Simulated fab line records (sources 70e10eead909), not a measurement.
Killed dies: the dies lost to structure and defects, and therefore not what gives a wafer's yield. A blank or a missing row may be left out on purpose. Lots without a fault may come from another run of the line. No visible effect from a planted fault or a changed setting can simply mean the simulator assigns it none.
Struck lot and sound lot, side by side :: flow nand_harc :: 15 out of 1159 route steps
Sound: these wafers, L843.1, L843.5, L843.6. Struck: wafers L846.2, L846.4. (L846.1 of the same lot was not struck and is left out.) The cause comes at the end.
Per side, at each step with rows, come the tool, then ch with its chambers, and then its first start. Under that, the readings that differ: sound wafers :: struck wafers :: difference of the means :: sigmas: that difference in standard deviations of wafers without a fault.
alike: readings with means less than 2 such deviations apart, plus words and numbers identical on both sides. not compared: withheld readings, readings lacking a value on some wafer, bounds such as >300 that could conceal the same value, and numbers that have no deviation in the record and whose values overlap.
Wherever a step has rows on one side only, a row that says differs or no value, or a row with sigmas, the two part there. When numbers do not overlap yet have no deviation, they are printed without sigmas and do not part them. A reading that every wafer of one side lacks parts them only if that side has two wafers or more.

first, 6 steps without rows for these wafers: NHARC_A_CONTACT_COAT_63 (resist thk 90 nm); NHARC_A_CONTACT_SOFTBAKE_64 (time 55 s); NHARC_A_CONTACT_EBR_65; NHARC_A_CONTACT_EXPOSE_66 (exposes mask A CC 2); NHARC_A_CONTACT_PEB_67 (peb time 65 s); NHARC_A_CONTACT_DEVELOP_68 (develop time 35 s).
NHARC_A_CONTACT_CD_MEAS_69 targets a cd of 200 nm.
  sound on cd_sem-01 ch 0, day 17 12:45; struck on cd_sem-01 ch 0, day 18 18:38
  alike: cd_nm
NHARC_A_CONTACT_OVL_MEAS_70:
  struck on overlay-01, day 18 18:43; sound on overlay-01, day 17 12:50
  alike: overlay_x_nm, overlay_y_nm
NHARC_A_CONTACT_INSPECT_71:
  struck on defect_inspect-01, day 18 18:46; sound on defect_inspect-02, day 17 12:53
  alike: raw_defect_count
NHARC_A_CONTACT_DESCUM_74: chemistry O2, time 3 s.
  sound on rie_diel-07 ch 0,1,2, day 17 12:58; struck on rie_diel-07 ch 0,2, day 18 18:58
  alike: drypump_motor_current_A, oes_product_au, rf_vpp_V, showerhead_plenum_p_Torr, throttle_valve_pct
  not compared: rf_hours_counter_h
NHARC_A_CONTACT_ETCH_75: etches the open film in CF4, target depth 39 nm, time 65 s.
  sound on rie_diel-07 ch 0,1, day 17 13:03; struck on rie_diel-07 ch 1,3, day 18 19:03
  alike: cf4_flow_sccm, drypump_motor_current_A, oes_product_au, rf_vpp_V, run_length_s, showerhead_plenum_p_Torr, throttle_valve_pct
  not compared: rf_hours_counter_h
NHARC_A_CONTACT_ETCH_76: etches the open film in N2/H2, target depth 260 nm, time 475.3 s.
  sound: rie_diel-07 ch 0,1; struck: rie_diel-07 ch 2,3
reading: rf_vpp_V (V)
sound: 427.5 428.9 428.3
struck: 432.9 434.6
difference: +5.5
sigmas: +2

reading: showerhead_plenum_p_Torr (Torr)
sound: 1.95 1.96 1.95
struck: 2.12 2.18
difference: +0.20
sigmas: +2
  alike: drypump_motor_current_A, oes_product_au, run_length_s, throttle_valve_pct
  not compared: rf_hours_counter_h
NHARC_A_CONTACT_ETCH_77: etches the open film in CF4/CHF3, target depth 72.6 nm, time 36.3 s.
  sound on rie_diel-07 ch 0,1, day 17 13:34; struck on rie_diel-07 ch 0,2, day 18 19:34
reading: run_length_s (s)
sound: 56.5 56.5 57.1
struck: 48.3 49.6
difference: -7.8
sigmas: -22
  alike: cf4_flow_sccm, drypump_motor_current_A, oes_product_au, rf_vpp_V, showerhead_plenum_p_Torr, throttle_valve_pct
  not compared: rf_hours_counter_h
NHARC_A_CONTACT_ETCH_78: etches the open film in O2/COS, target depth 2800 nm, time 728 s.
  sound: rie_diel-07 ch 0,1; struck: rie_diel-07 ch 1,3
  alike: drypump_motor_current_A, oes_product_au, rf_vpp_V, run_length_s, showerhead_plenum_p_Torr, throttle_valve_pct
  not compared: rf_hours_counter_h
-- record jumps: 5 days between struck wafers' starts before vs after; left off in module A_CONTACT, resumes in module END, first step shown is number 1159 of the route --
NHARC_END_SORT_01:
  sound on prober-02 ch 0, day 24 03:44; struck on prober-01 ch 0, day 24 04:37
reading: killed_at_array
sound: 19 13 8
struck: 290 355
difference: +309
sigmas: +26

reading: killed_dies
sound: 21 18 9
struck: 298 359
difference: +312
sigmas: +26
  alike: killed_at_other, killed_at_periphery, killed_open, killed_short

== WHERE THEY PART ==
First at NHARC_A_CONTACT_ETCH_76; last, within this record, at NHARC_END_SORT_01.

WHY: what the simulator had put in
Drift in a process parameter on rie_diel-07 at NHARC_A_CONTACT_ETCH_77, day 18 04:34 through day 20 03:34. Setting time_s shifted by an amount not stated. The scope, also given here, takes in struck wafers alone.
